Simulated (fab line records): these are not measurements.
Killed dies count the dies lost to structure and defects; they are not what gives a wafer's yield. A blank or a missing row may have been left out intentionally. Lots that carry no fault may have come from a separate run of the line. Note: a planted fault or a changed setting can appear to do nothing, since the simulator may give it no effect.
fab line records    flow n5-finfet
[record] lots = 7  wafers = 39
route steps=1938 shown ZERO_LAYER@11 FIN_SAQP@130 DUMMY_GATE@220 HKMG_FIN@403 MOL_CONTACT_COAG@547
start-h: hours from the record's opening day to when the first of the lot's shown wafers began    wait-h: hours elapsed since this lot's preceding step    " same as the row above    L1.1+2: several wafers, shown together as one row    - no value present, or no start provided    * or withheld: withheld    < > ~ a bound
route shown NAME@n: names a module that has steps shown in the file, with the first one's number in the route    usual: mean/standard deviation of fault-free wafers    same: alike in all rows    chamber/n: place in a boat    sites: each site's reading    _std_site: standard deviation of those values    _edge_site: outer sites' mean less inner sites'    radius-mm: how far each site lies from the wafer's centre    mask NAME#n: copy n    behind: the most recent tool/chamber to have shaped the wafer    hold: cause of the lot's hold/its duration in hours/its outcome    device: the n, p or np transistor that did not switch    end of line: tests run on the same wafers once the route is complete    step lacking rows: just its recipe    killed: dies that structure and defects cost at the first sort, which is not the same as the wafer's yield    map: a wafer's dies, marking killed ones x, the rest . and places with no die _
set.NAME: the setting as run; set.NAME@STEP: as run at that earlier step    model.NAME: the simulator's own value behind a step, which no gauge read
lots with deliberately changed settings; one table per step, one row per wafer
[[steps]]
[step N5_ZERO_LAYER_DEVELOP_10]
[recipe] develop-time-s = 60  rinse-liquid = diw  dry = air-spin  dev-temp-c = 21
lot.wafer         tool            chamber  start-h  wait-h  set.develop-time-s
L076.2+5+6        litho-track-02  0        -        -       60
L080.1+2+6        litho-track-05  0        -        -       60
L080.3+4+5        "               0        "        "       28.56
L083.1+5+6        litho-track-05  0        -        -       91.34
L083.2+3+4        "               0        "        "       60
L084.1+2+3+4+5+6  litho-track-05  0        -        -       60
L085.1+2+3+4+5+6  litho-track-05  0        -        -       60
L088.1+3+6        litho-track-05  0        -        -       35.3
L088.2+4+5        "               0        "        "       60
L089.1+4+6        litho-track-05  0        -        -       49.73
L089.2+3+5        "               0        "        "       60
[step N5_ZERO_LAYER_HARDBAKE_23]
[recipe] temp-c = 130  time-s = 120
[step N5_ZERO_LAYER_CD_MEAS_11]
[recipe] target-cd-nm = 2000  landing-energy-ev = 500  detector = se-inlens
[usual] cd-nm = 1999.8/2.6
lot.wafer  tool       chamber  start-h  wait-h  set.develop-time-s@ZERO_LAYER_DEVELOP_10  cd-nm
L076.2     cd-sem-01  0        24.67    -       60                                        2003.0
L076.5     "          0        "        "       60                                        1999.2
L076.6     "          0        "        "       60                                        1999.8
L080.1     cd-sem-03  0        48.64    -       60                                        1996.2
L080.2     "          0        "        "       60                                        1999.0
L080.3     "          0        "        "       28.56                                     1981.6
L080.4     "          0        "        "       28.56                                     1979.4
L080.5     "          0        "        "       28.56                                     1982.2
L080.6     "          0        "        "       60                                        1995.3
L083.1     cd-sem-02  0        66.64    -       91.34                                     2006.1
L083.2     "          0        "        "       60                                        2001.9
L083.3     "          0        "        "       60                                        2000.6
L083.4     "          0        "        "       60                                        1998.1
L083.5     "          0        "        "       91.34                                     2009.3
L083.6     "          0        "        "       91.34                                     2006.1
L084.1     cd-sem-01  0        72.64    -       60                                        1997.8
L084.2     "          0        "        "       60                                        1998.0
L084.3     "          0        "        "       60                                        2000.1
L084.4     "          0        "        "       60                                        1998.5
L084.5     "          0        "        "       60                                        1996.0
L084.6     "          0        "        "       60                                        1997.1
L085.1     cd-sem-01  0        78.69    -       60                                        1996.6
L085.2     "          0        "        "       60                                        1997.3
L085.3     "          0        "        "       60                                        1995.1
L085.4     "          0        "        "       60                                        2001.3
L085.5     "          0        "        "       60                                        1998.9
L085.6     "          0        "        "       60                                        1996.3
L088.1     cd-sem-01  0        96.64    -       35.3                                      1984.9
L088.2     "          0        "        "       60                                        1997.0
L088.3     "          0        "        "       35.3                                      1985.4
L088.4     "          0        "        "       60                                        2002.0
L088.5     "          0        "        "       60                                        1998.6
L088.6     "          0        "        "       35.3                                      1985.6
L089.1     cd-sem-03  0        102.64   -       49.73                                     1994.1
L089.2     "          0        "        "       60                                        1996.1
L089.3     "          0        "        "       60                                        2000.7
L089.4     "          0        "        "       49.73                                     1993.6
L089.5     "          0        "        "       60                                        1997.2
L089.6     "          0        "        "       49.73                                     1994.2
[step N5_ZERO_LAYER_DESCUM_16]
[recipe] chemistry = O2  time-s = 7.9  source-power-w = 50  bias-power-w = 20  pressure-mtorr = 20  rf-frequency-hz = 2.712e+07  temp-c = 40  o2-flow-sccm = 225
lot.wafer  tool         chamber  start-h  wait-h  set.develop-time-s@ZERO_LAYER_DEVELOP_10  model.ZERO_LAYER.cd-nm
L076.2     rie-diel-03  1        24.96    0.3     60                                        -
L076.5     "            3        "        "       60                                        1999
L076.6     "            0        "        "       60                                        2000
L080.1     rie-diel-03  2        48.68    0.0     60                                        1996
L080.2     "            1        "        "       60                                        1999
L080.3     "            3        "        "       28.56                                     1982
L080.4     "            0        "        "       28.56                                     1979
L080.5     "            0        "        "       28.56                                     1983
L080.6     "            1        "        "       60                                        1995
L083.1     rie-diel-02  2        66.68    0.0     91.34                                     2007
L083.2     "            1        "        "       60                                        2002
L083.3     "            3        "        "       60                                        2001
L083.4     "            0        "        "       60                                        1998
L083.5     "            0        "        "       91.34                                     2009
L083.6     "            1        "        "       91.34                                     2006
L084.1     rie-diel-05  3        73.04    0.4     60                                        -
L084.2+4   "            0,1      "        "       60                                        1998
L084.3     "            2        "        "       60                                        2000
L084.5     "            2        "        "       60                                        1996
L084.6     "            1        "        "       60                                        1997
L085.1+6   rie-diel-05  2        78.72    0.0     60                                        1996
L085.2     "            1        "        "       60                                        1997
L085.3     "            0        "        "       60                                        1995
L085.4     "            3        "        "       60                                        2001
L085.5     "            3        "        "       60                                        1999
L088.1+3   rie-diel-03  2,3      96.72    0.1     35.3                                      1985
L088.2     "            0        "        "       60                                        1997
L088.4     "            1        "        "       60                                        -
L088.5     "            3        "        "       60                                        1998
L088.6     "            0        "        "       35.3                                      1986
L089.1+4   rie-diel-05  0,1      102.68   0.0     49.73                                     1994
L089.2     "            2        "        "       60                                        1996
L089.3     "            3        "        "       60                                        2000
L089.5     "            3        "        "       60                                        1997
L089.6     "            2        "        "       49.73                                     1995
[step N5_ZERO_LAYER_ETCH_17]
[recipe] chemistry = CF4  target = SiO2  target-depth-a = 120  time-s = 13.3  ion-energy-ev = 350  pressure-mtorr = 40  source-w = 450  bias-w = 215  Ar_flow_sccm = 100  cf4-flow-sccm = 100
lot.wafer   tool         chamber  start-h  wait-h  set.develop-time-s@ZERO_LAYER_DEVELOP_10  model.ZERO_LAYER.cd-nm
L076.2      rie-diel-03  1        25.00    0.0     60                                        2003
L076.5      "            3        "        "       60                                        1999
L076.6      "            0        "        "       60                                        2000
L080.1      rie-diel-03  2        48.72    0.0     60                                        1996
L080.2      "            1        "        "       60                                        1999
L080.3      "            3        "        "       28.56                                     1982
L080.4      "            0        "        "       28.56                                     1980
L080.5      "            0        "        "       28.56                                     1983
L080.6      "            1        "        "       60                                        1995
L083.1+6    rie-diel-02  2,1      66.71    0.0     91.34                                     2006
L083.2      "            1        "        "       60                                        2002
L083.3      "            3        "        "       60                                        2001
L083.4      "            0        "        "       60                                        1998
L083.5      "            0        "        "       91.34                                     2009
L084.1+2+4  rie-diel-05  3,0,1    73.08    0.0     60                                        1998
L084.3      "            2        "        "       60                                        2000
L084.5      "            2        "        "       60                                        1996
L084.6      "            1        "        "       60                                        1997
L085.1+6    rie-diel-05  2        78.76    0.0     60                                        1996
L085.2      "            1        "        "       60                                        1997
L085.3      "            0        "        "       60                                        1995
L085.4      "            3        "        "       60                                        2001
L085.5      "            3        "        "       60                                        1999
L088.1+3    rie-diel-03  2,3      96.76    0.0     35.3                                      1985
L088.2      "            0        "        "       60                                        1997
L088.4      "            1        "        "       60                                        2003
L088.5      "            3        "        "       60                                        1998
L088.6      "            0        "        "       35.3                                      1986
L089.1+4    rie-diel-05  0,1      102.72   0.0     49.73                                     1994
L089.2      "            2        "        "       60                                        1996
L089.3      "            3        "        "       60                                        2000
L089.5      "            3        "        "       60                                        1997
L089.6      "            2        "        "       49.73                                     1995
[step N5_FIN_SAQP_ETCH_65]
[recipe] chemistry = CF4  target = SiO2  target-depth-a = 40  ion-energy-ev = 350  time-s = 4.4  pressure-mtorr = 10  icp-w = 800  bias-w = 400  cf4-flow-sccm = 80
lot.wafer  tool       chamber  start-h  wait-h  set.time-s  model.etch.depth-nm
L076.2     rie-si-02  3        36.05    0.1     4.4         3.963
L076.5     "          2        "        "       4.4         4.064
L076.6     "          3        "        "       4.4         3.991
L080.1     rie-si-02  3        61.79    0.1     4.4         3.998
L080.2     "          2        "        "       4.4         4.047
L080.3     "          0        "        "       2.906       2.718
L080.4     "          2        "        "       2.906       2.682
L080.5     "          3        "        "       4.4         3.977
L080.6     "          0        "        "       2.906       2.693
L083.1     rie-si-03  3        78.45    0.1     6.192       5.4
L083.2     "          2        "        "       4.4         4.035
L083.3     "          0        "        "       4.4         4.028
L083.4     "          1        "        "       6.192       5.435
L083.5     "          0        "        "       6.192       5.69
L083.6     "          3        "        "       4.4         3.799
L084.1     rie-si-02  0        84.66    0.1     6.407       5.963
L084.2     "          3        "        "       6.407       5.87
L084.3     "          2        "        "       4.4         4.062
L084.4     "          1        "        "       4.4         3.732
L084.5     "          0        "        "       6.407       5.975
L084.6     "          1        "        "       4.4         3.745
L085.1     rie-si-01  2        90.49    0.1     4.4         3.774
L085.2     "          0        "        "       2.786       2.398
L085.3     "          1        "        "       2.786       2.538
L085.4     "          3        "        "       4.4         4.022
L085.5     "          1        "        "       2.786       2.518
L085.6     "          2        "        "       4.4         3.765
L088.1     rie-si-01  2        108.67   0.1     4.4         3.811
L088.2     "          0        "        "       6.207       5.417
L088.3     "          1        "        "       6.207       5.6
L088.4     "          3        "        "       4.4         4.035
L088.5     "          2        "        "       6.207       5.362
L088.6     "          1        "        "       4.4         3.988
L089.1     rie-si-03  1        114.70   0.1     6.667       5.862
L089.2     "          3        "        "       6.667       5.819
L089.3     "          2        "        "       6.667       6.184
L089.4     "          0        "        "       4.4         4.114
L089.5     "          2        "        "       4.4         4.003
L089.6     "          3        "        "       4.4         3.821
[step N5_DUMMY_GATE_HM_DEP_06]
[recipe] material = SiNx  target-thk-a = 800  precursor = DCS/NH3  temp-c = 700  pressure-mtorr = 300  time-s = 5141
lot.wafer   tool      chamber  start-h  wait-h  set.target-thk-a  model.SiNx_of_DUMMY_GATE_HM_DEP_06.thk-nm
L076.2      lpcvd-01  0/95     53.03    0.0     800               80
L076.5      "         0/109    "        "       800               80.4
L076.6      "         0/114    "        "       800               80.8
L080.1      -         -        -        3.6     376               37.4
L080.2      "         -        "        "       376               38
L080.3+4+6  "         -        "        "       376               37.6
L080.5      "         -        "        "       376               38.2
L083.1      -         -        -        0.0     1138              113
L083.2+3+5  "         -        "        "       1138              113.6
L083.4      "         -        "        "       1138              113.8
L083.6      "         -        "        "       1138              113.2
L084.1+5    -         -        -        0.0     800               79.2
L084.2      "         -        "        "       800               80.6
L084.3      "         -        "        "       800               79.6
L084.4      "         -        "        "       800               80.4
L084.6      "         -        "        "       800               79.8
L085.1+3    -         -        -        0.0     326.2             32.2
L085.2+5    "         -        "        "       326.2             32
L085.4      "         -        "        "       326.2             32.6
L085.6      "         -        "        "       326.2             32.4
L088.1+5    -         -        -        0.0     1195              119.6
L088.2+4    "         -        "        "       1195              119.8
L088.3      "         -        "        "       1195              119.4
L088.6      "         -        "        "       1195              120.2
L089.1      -         -        -        0.0     478.3             47.6
L089.2      "         -        "        "       478.3             47.2
L089.3+4    "         -        "        "       478.3             47
L089.5+6    "         -        "        "       478.3             47.4
[step N5_HKMG_FIN_ETCH_55]
[recipe] chemistry = N2/H2  target = SOC  target-depth-a = 2400  temp-c = 40  time-s = 300  ion-energy-ev = 200  mask-material = SiARC  pressure-mtorr = 30  source-w = 840  bias-w = 150  n2-flow-sccm = 200  h2-flow-sccm = 200
lot.wafer  tool         chamber  start-h  wait-h  set.time-s  model.HKMG_FIN.feature-depth-nm  model.etch.depth-nm  model.SiARC_of_HKMG_FIN_COAT_42.thk-nm
L076.2     rie-diel-06  3        81.73    0.0     300         233.8                            233.9                22.2
L076.5     "            3        "        "       300         233                              233.1                22.2
L076.6     "            0        "        "       300         238.4                            238.4                21.6
L080.1     rie-diel-04  3        113.42   0.0     300         236.2                            236.2                22
L080.2     "            1        "        "       423.9       332.4                            332.4                15.4
L080.3     "            0        "        "       300         237.2                            237.3                21.8
L080.4     "            1        "        "       300         234.4                            234.5                21.4
L080.5     "            0        "        "       423.9       334.4                            334.5                16.2
L080.6     "            3        "        "       423.9       332.4                            332.4                16.4
L083.1     rie-diel-01  1        126.73   0.0     208.9       174                              174.1                24.8
L083.2     "            0        "        "       300         243.8                            243.8                20.8
L083.3     "            3        "        "       208.9       171.2                            171.2                25.2
L083.4     "            2        "        "       300         239                              239                  21.8
L083.5     "            2        "        "       208.9       166                              166                  25.8
L083.6     "            3        "        "       300         246.6                            246.5                20.8
L084.1     rie-diel-06  2        135.31   0.0     155.1       137.4                            137.3                27
L084.2     "            0        "        "       155.1       124.4                            124.4                28
L084.3     "            3        "        "       300         235.4                            235.4                22
L084.4     "            1        "        "       300         247.2                            247.1                21
L084.5     "            3        "        "       300         236                              236                  21.8
L084.6     "            2        "        "       155.1       138.8                            138.8                26.8
L085.1     rie-diel-01  3        139.15   0.0     216.8       176.8                            176.7                24.6
L085.2     "            0        "        "       300         246.2                            246.3                20.6
L085.3     "            1        "        "       300         255.2                            255.3                20
L085.4     "            2        "        "       216.8       176.6                            176.6                25.2
L085.5     "            0        "        "       216.8       176.6                            176.6                24.8
L085.6     "            1        "        "       300         254.2                            254.2                20.2
L088.1     rie-diel-04  2        156.68   0.0     300         230.8                            230.8                22
L088.2     "            0        "        "       300         237.8                            237.8                21.4
L088.3     "            3        "        "       300         234.8                            234.8                21.8
L088.4     "            1        "        "       300         238.4                            238.4                21
L088.5     "            0        "        "       300         238.2                            238.3                21.4
L088.6     "            1        "        "       300         236.4                            236.5                21
L089.1     rie-diel-04  0        164.49   0.0     300         237.6                            237.5                21.6
L089.2     "            1        "        "       383.1       301                              301.1                17.2
L089.3     "            2        "        "       300         229                              229                  22.2
L089.4     "            3        "        "       383.1       300.2                            300.2                18.2
L089.5     "            1        "        "       383.1       303.2                            303.3                17
L089.6     "            0        "        "       300         238.6                            238.5                21.4
[step N5_MOL_CONTACT_COAG_SPUTTER_143]
[recipe] material = Co  target-thk-a = 25  temp-c = 25  chamber-pressure-pa = 0.2
lot.wafer       tool            chamber  start-h  wait-h  set.target-thk-a  model.Co_of_MOL_CONTACT_COAG_SPUTTER_143.thk-nm
L076.2+5        pvd-sputter-03  -        102.27   0.0     25                2.6
L076.6          "               -        "        "       25                2.4
L080.1          pvd-sputter-03  -        132.70   0.0     11.16             1.2
L080.2          "               -        "        "       25                2.2
L080.3+5        "               -        "        "       25                2.4
L080.4          "               -        "        "       11.16             1
L080.6          "               -        "        "       11.16             0.8
L083.1+4        pvd-sputter-01  -        146.12   0.0     36.16             3.6
L083.2          "               -        "        "       25                2.6
L083.3          "               -        "        "       36.16             4
L083.5          "               -        "        "       25                2.8
L083.6          "               -        "        "       25                2.4
L084.1+3+6      pvd-sputter-02  -        154.08   0.0     20.59             2.2
L084.2+4+5      "               -        "        "       25                2.6
L085.1+4+6      pvd-sputter-01  -        158.40   0.0     25                2.4
L085.2+3+5      "               -        "        "       25                2.8
L088.1+3+4+5+6  pvd-sputter-02  -        176.86   0.0     25                2.6
L088.2          "               -        "        "       25                2.8
L089.1          pvd-sputter-02  -        181.86   0.0     25                2.2
L089.2+6        "               -        "        "       25                2.4
L089.3+4+5      "               -        "        "       15.48             1.4
[[key]]
[split] step = N5_ZERO_LAYER_DEVELOP_10  setting = develop-time-s  stated = 60  by = wafer
[response] step = N5_ZERO_LAYER_CD_MEAS_11  reading = cd-nm  change = +0.245  per = 1%  r = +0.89
[response] step = N5_ZERO_LAYER_DESCUM_16  reading = model.ZERO_LAYER.cd-nm  change = +0.234  per = 1%  r = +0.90
[response] step = N5_ZERO_LAYER_ETCH_17  reading = model.ZERO_LAYER.cd-nm  change = +0.244  per = 1%  r = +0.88
[split] step = N5_FIN_SAQP_ETCH_65  setting = time-s  stated = 4.4  by = wafer
[response] step = N5_FIN_SAQP_ETCH_65  reading = model.etch.depth-nm  change = +0.0395  per = 1%  r = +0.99
[split] step = N5_DUMMY_GATE_HM_DEP_06  setting = target-thk-a  stated = 800  by = lot
[response] step = N5_DUMMY_GATE_HM_DEP_06  reading = model.SiNx_of_DUMMY_GATE_HM_DEP_06.thk-nm  change = +0.802  per = 1%  r = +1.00
[split] step = N5_HKMG_FIN_ETCH_55  setting = time-s  stated = 300  by = wafer
[response] step = N5_HKMG_FIN_ETCH_55  reading = model.HKMG_FIN.feature-depth-nm  change = +2.35  per = 1%  r = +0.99
[response] step = N5_HKMG_FIN_ETCH_55  reading = model.etch.depth-nm  change = +2.35  per = 1%  r = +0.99
[response] step = N5_HKMG_FIN_ETCH_55  reading = model.SiARC_of_HKMG_FIN_COAT_42.thk-nm  change = -0.136  per = 1%  r = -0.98
[split] step = N5_MOL_CONTACT_COAG_SPUTTER_143  setting = target-thk-a  stated = 25  by = wafer
[response] step = N5_MOL_CONTACT_COAG_SPUTTER_143  reading = model.Co_of_MOL_CONTACT_COAG_SPUTTER_143.thk-nm  change = +0.0245  per = 1%  r = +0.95
